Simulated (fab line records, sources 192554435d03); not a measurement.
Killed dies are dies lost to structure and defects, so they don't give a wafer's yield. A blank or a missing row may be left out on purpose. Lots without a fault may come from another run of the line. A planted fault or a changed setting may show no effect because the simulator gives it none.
Which tool did it? | flow n5_finfet | 24 lots, 72 wafers sampled, at 1 step of a route of 1938

WHAT THE GAUGES READ, wafer by wafer
N5_SD_EPI_P_INSPECT_26: inspects for defects (darkfield).
lot  | measured    | on                | raw_defect_count
L074 | day 3 13:49 | defect_inspect-01 | 149 114 187
L075 | day 3 14:09 | defect_inspect-01 | 160 120 127
L076 | day 3 22:11 | defect_inspect-02 | 166 132 222
L077 | day 4 08:22 | defect_inspect-01 | 161 194 170
L078 | day 4 14:32 | defect_inspect-02 | 108 151 142
L079 | day 4 17:47 | defect_inspect-01 | 158 155 198
L080 | day 5 00:20 | defect_inspect-02 | 178 116 164
L081 | day 5 03:31 | defect_inspect-02 | 173 165 134
L082 | day 5 09:31 | defect_inspect-02 | 161 168 125
L083 | day 5 16:11 | defect_inspect-02 | 227 201 214
L084 | day 5 23:10 | defect_inspect-01 | 154 232 163
L085 | day 6 05:39 | defect_inspect-02 | 123 147 196
L086 | day 6 10:53 | defect_inspect-01 | 169 133 188
L087 | day 6 17:59 | defect_inspect-02 | 211 169 219
L088 | day 6 20:48 | defect_inspect-02 | 129 106 112
L089 | day 7 04:36 | defect_inspect-02 | 147 167 167
L090 | day 7 10:52 | defect_inspect-02 | 212 169 188
L091 | day 7 20:31 | defect_inspect-02 | 144 102 175
L092 | day 8 03:47 | defect_inspect-01 | 217 219 249
L093 | day 8 08:34 | defect_inspect-01 | 160 166 197
L094 | day 8 15:37 | defect_inspect-01 | 165 117 127
L095 | day 8 20:53 | defect_inspect-02 | 184 131 135
L096 | day 9 01:40 | defect_inspect-02 | 209 158 124
L097 | day 9 05:03 | defect_inspect-01 | 168 132 146

WHICH TOOL RAN EACH LOT (tool, then ch and the chambers of the sampled wafers, then the start)
The record holds no process step before these readings.

WHAT THE TOOLS THEMSELVES READ (means of the sampled wafers that have a number; where no wafer has one, the mark that the record gives instead)
The record holds no such reading with a usual standard deviation.

THE ANSWER, worked out from the rows above alone
Rule: what is usual is taken from the lots themselves. Put in order of their means at a reading, lots are off if they are a third of the lots or fewer, leave a main group of 4 or more, and stand apart from it by a gap of 3 or more times the standard deviation of the main group's means; of several such gaps the widest counts. A main group whose means are all the same, to the digits that the tables above print for the reading, isn't used. A lot without any number at a reading at which 4 lots or more have one is off too. The other lots that the step has rows for count as sound. The gauges are gone through in route order, then the tools' own readings, and for those a lot's mean is taken as printed above. The first step at which some lot is off is used, and at that step the reading that is off furthest; a lot without a number counts as furthest.
No lot is off at any reading shown: from this, nothing can be told.

WHAT THE SIMULATOR HAD PUT IN
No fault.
